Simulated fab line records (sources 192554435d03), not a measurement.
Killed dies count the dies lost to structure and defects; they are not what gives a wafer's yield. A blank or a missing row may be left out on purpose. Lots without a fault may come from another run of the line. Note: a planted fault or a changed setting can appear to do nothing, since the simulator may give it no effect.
A struck lot beside a sound one	flow n5-finfet	16 steps out of a route of 1938
Sound: wafers L513.2, L513.3, L513.6. Wafers struck: L506.2, L506.5, L506.6. Last of all comes the cause.
Order at every step that has rows: each side's tool, ch and its chambers, its first start. Under that, the readings that differ: sound wafers	struck wafers	difference of the means	sigmas: that difference in standard deviations of wafers without a fault.
alike: words and numbers the same on both sides, and readings whose means are apart by under 2 such deviations; not compared: readings that were withheld, readings missing a value for some wafer, numbers with overlapping values and no deviation given by the record, and bounds like >300 which may hide the same value.
Wherever a step has rows on one side only, a row that says differs or no value, or a row with sigmas, the two part there. Non-overlapping numbers with no deviation appear without sigmas and do not part them. A reading missing from all wafers of one side parts the sides only when that side holds two or more wafers.

first, 1 step without rows for these wafers: N5_MOL_CONTACT_COAG_STRIP_93 (strips in N2/H2).
N5_MOL_CONTACT_COAG_ETCHBACK_135: etches SiO2 in CHF3, target depth 25 nm, time 16.7 s.
  sound on rie-diel-05 ch 1,2,3, day 9 21:55; struck on rie-diel-04 ch 0,1,2, day 7 22:36
  alike: drypump-motor-current-A, oes-product-au, rf-vpp-V, showerhead-plenum-p-Torr, throttle-valve-pct
  not compared: rf-hours-counter-h
then, 1 step without rows for these wafers: N5_MOL_CONTACT_COAG_STRIP_118 (strips in CHF3).
N5_MOL_CONTACT_COAG_VIA_ETCH_46: etches SiO2 in C4F6/O2, target depth 46 nm, overetch 9.2 nm, time 40 s.
  sound on rie-diel-05 ch 1,2,3, day 9 21:57; struck on rie-diel-04 ch 0,1,2, day 7 22:38
  alike: drypump-motor-current-A, oes-product-au, rf-vpp-V, showerhead-plenum-p-Torr, throttle-valve-pct
  not compared: rf-hours-counter-h
N5_MOL_CONTACT_COAG_STRIP_96: strips in N2/H2.
  sound on rie-diel-05 ch 1,2,3, day 9 22:01; struck on rie-diel-04 ch 0,1,2, day 7 22:42
  alike: drypump-motor-current-A, h2-flow-sccm, oes-product-au, rf-vpp-V, showerhead-plenum-p-Torr, throttle-valve-pct
  not compared: rf-hours-counter-h
N5_MOL_CONTACT_COAG_ETCH_47: etches SiNx in CH3F/O2, stops on W, target depth 27 nm.
  sound on rie-diel-05 ch 1,2,3, day 9 22:03; struck on rie-diel-04 ch 0,1,2, day 7 22:44
  alike: drypump-motor-current-A, etch-rf-on-time-s, oes-product-au, rf-vpp-V, showerhead-plenum-p-Torr, throttle-valve-pct
  not compared: rf-hours-counter-h
N5_MOL_CONTACT_COAG_STRIP_119: strips in N2/H2, time 30 s.
  sound on plasma-asher-01 ch 0,1, day 9 22:08; struck on plasma-asher-02 ch 0,1, day 7 22:49
  alike: drypump-motor-current-A, h2-flow-sccm, heater-power-w
  not compared: rf-hours-counter-h
then, 2 steps without rows for these wafers: N5_MOL_CONTACT_COAG_PRECLEAN_144 (cleans in alkaline clean, time 60 s); N5_MOL_CONTACT_COAG_SRD_145 (time 30 s).
N5_MOL_CONTACT_COAG_CD_MEAS_137: the cd target is 16 nm.
  sound on cd-sem-02 at day 9 22:17; struck on cd-sem-03 at day 7 22:59
  alike: cd-nm
then, 2 steps without rows for these wafers: N5_MOL_CONTACT_COAG_COAT_62 (time 60 s, resist thk 60 nm); N5_MOL_CONTACT_COAG_COAT_63 (time 60 s, resist thk 10 nm).
N5_MOL_CONTACT_COAG_COAT_64: time 60 s, resist thk 10 nm.
  sound on litho-track-05 ch 0, day 9 22:19; struck on litho-track-01 ch 0, day 7 23:01
reading	sound	struck	difference	sigmas
heater-power-total-W (W)	393.3 393.0 389.5	399.8 398.2 400.6	+7.6	+5
plate-temp-C (C)	204.94 205.08 204.93	208.20 208.37 208.36	+3.33	+24
  alike: dispense-pressure-kPa
then, 1 step without rows for these wafers: N5_MOL_CONTACT_COAG_COAT_34 (resist thk 40 nm).
-- record jumps: 4 days separate the struck wafers' starts on either side; left off in module MOL_CONTACT_COAG, taken up again in module BEOL_M4, whose first shown step is the route's number 1111 --
N5_BEOL_M4_RC_MEAS_101:
  sound on prober-02 ch 0, day 13 08:25; struck on prober-01 ch 0, day 11 11:07
  alike: DIBL_N, DIBL_P, IOFF_N, IOFF_P, ION_N, ION_P, SS_N, SS_P, VT_N, VT_P
-- here the record skips 4 days between the struck wafers' starts before and after, leaving off in module BEOL_M4 and picking up in module PASSIVATION (first step shown: number 1936 of the route) --
N5_PASSIVATION_PROBE_49:
  record: rows for the struck wafers here (prober-01, day 15 20:26), none for the sound ones

== WHERE THEY PART ==
Earliest at N5_MOL_CONTACT_COAG_COAT_64; latest, in this record, at N5_PASSIVATION_PROBE_49.

WHY: what had been put in by the simulator
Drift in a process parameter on litho-track-01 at N5_MOL_CONTACT_COAG_COAT_64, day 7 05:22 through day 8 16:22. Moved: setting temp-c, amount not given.
